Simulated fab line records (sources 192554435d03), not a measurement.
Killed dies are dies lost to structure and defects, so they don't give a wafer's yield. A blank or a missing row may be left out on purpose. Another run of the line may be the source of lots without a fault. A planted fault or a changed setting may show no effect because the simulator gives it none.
Lot-split experiment | flow n5 finfet | 21 wafers read across 7 lots, on a route 1938 steps long

## THE SPLIT ITSELF
At N5_MIM_BOT_LITHO_EXPOSE_05 (exposes mask MIM BOT), the setting dose mj was moved away from the recipe's 24.25 on 9 of the 21 wafers read, by -6.1% to +7.3%. All remaining wafers had this setting at the recipe value.

## FROM THE SPLIT TO THE READING: what the file shows between them, 3 steps
- N5_MIM_BOT_LITHO_PEB_06
- N5_MIM_BOT_LITHO_DEVELOP_07: develop time 60 s
- N5_MIM_BOT_LITHO_HARDBAKE_09: time 120 s

## THE READING
cd nm (nm) at N5_MIM_BOT_LITHO_CD_MEAS_08, where the cd target is 3000 nm. On this fab line, fault-free wafers typically give 2999.4 nm with a standard deviation of 1.9 nm.

wafer  | tool, chamber at the split | dose mj as run | against the recipe | cd nm, nm | against lot-mates on the recipe
L074.1 | krf scanner-01, 0          | 24.25          | recipe             | 3001.3    | -
L074.5 | krf scanner-01, 0          | 24.25          | recipe             | 3001.7    | -
L074.6 | krf scanner-01, 0          | 22.77          | -6.1%              | 2988.2    | -13.3
L075.2 | krf scanner-02, 0          | 25.96          | +7.1%              | 3011.1    | +11.3
L075.5 | krf scanner-02, 0          | 24.25          | recipe             | 2999.5    | -
L075.6 | krf scanner-02, 0          | 24.25          | recipe             | 3000.1    | -
L076.3 | krf scanner-02, 0          | 22.88          | -5.6%              | 2986.5    | -11.3
L076.4 | krf scanner-02, 0          | 24.25          | recipe             | 2995.3    | -
L076.5 | krf scanner-02, 0          | 24.25          | recipe             | 3000.3    | -
L083.1 | krf scanner-02, 0          | 25.52          | +5.2%              | 3009.0    | +7.6
L083.4 | krf scanner-02, 0          | 25.52          | +5.2%              | 3007.8    | +6.4
L083.5 | krf scanner-02, 0          | 24.25          | recipe             | 3001.4    | -
L091.3 | krf scanner-01, 0          | 25.39          | +4.7%              | 3010.1    | +10.1
L091.4 | krf scanner-01, 0          | 24.25          | recipe             | 3000.0    | -
L091.5 | krf scanner-01, 0          | 25.39          | +4.7%              | 3006.8    | +6.8
L094.1 | krf scanner-02, 0          | 24.25          | recipe             | 3001.3    | -
L094.2 | krf scanner-02, 0          | 26.02          | +7.3%              | 3012.7    | +11.4
L094.3 | krf scanner-02, 0          | 26.02          | +7.3%              | 3012.6    | +11.3
L093.2 | krf scanner-01, 0          | 24.25          | recipe             | 2997.7    | -
L093.3 | krf scanner-01, 0          | 24.25          | recipe             | 2995.7    | -
L093.4 | krf scanner-01, 0          | 24.25          | recipe             | 3000.8    | -

FIT RESULTS
A straight line over all 21 wafers: cd nm changes by +1.85 nm for each +1% of dose mj; r = +0.97; the points scatter about the line by 1.9 nm.
The same after taking each lot's own level away (the mean of its wafers on the recipe; 21 wafers): +1.72 nm for each +1%; r = +0.97; scatter 1.6 nm.
The reading moves by 13 nm for the largest change in dose mj, on that fit.
The span of the lots' own levels, 2997.80 to 3001.50 nm, comes to 1.9 times the standard deviation stated above.
Consequently the slope shifts little with the lot-to-lot level, the two slopes agreeing.
Check: +12.2 nm against its lot-mates is what the line predicts for one of the wafers moved furthest among these (+7.3%) when that wafer is left out of the fit. Against them it came out at +11.4 nm.

## OTHER SPLITS ON THESE WAFERS
These wafers also went through other splits before the reading. Each is held against what the fit with the lots' levels taken away leaves over:
other split on the same wafers | wafers away from the commonest value | r with cd nm (lot level and that fit taken away)
N5_BEOL_M10_COAT_60 spin rpm   | 6                                    | -0.07
N5_BEOL_M12_COAT_04 spin rpm   | 11                                   | -0.19
N5_BEOL_M13_ETCH_59 bias w     | 9                                    | -0.16
N5_BEOL_M14_COAT_66 spin rpm   | 11                                   | +0.37
N5_BEOL_M14_PEB_26 peb temp c  | 5                                    | -0.27
N5_BEOL_M15_ETCH_61 time s     | 9                                    | +0.07
N5_BEOL_M15_SPUTTER_43 time s  | 5                                    | -0.14

## THE FILE'S OWN FIT
cd nm changes by +1.73 nm for each +1% of dose mj, r = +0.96.
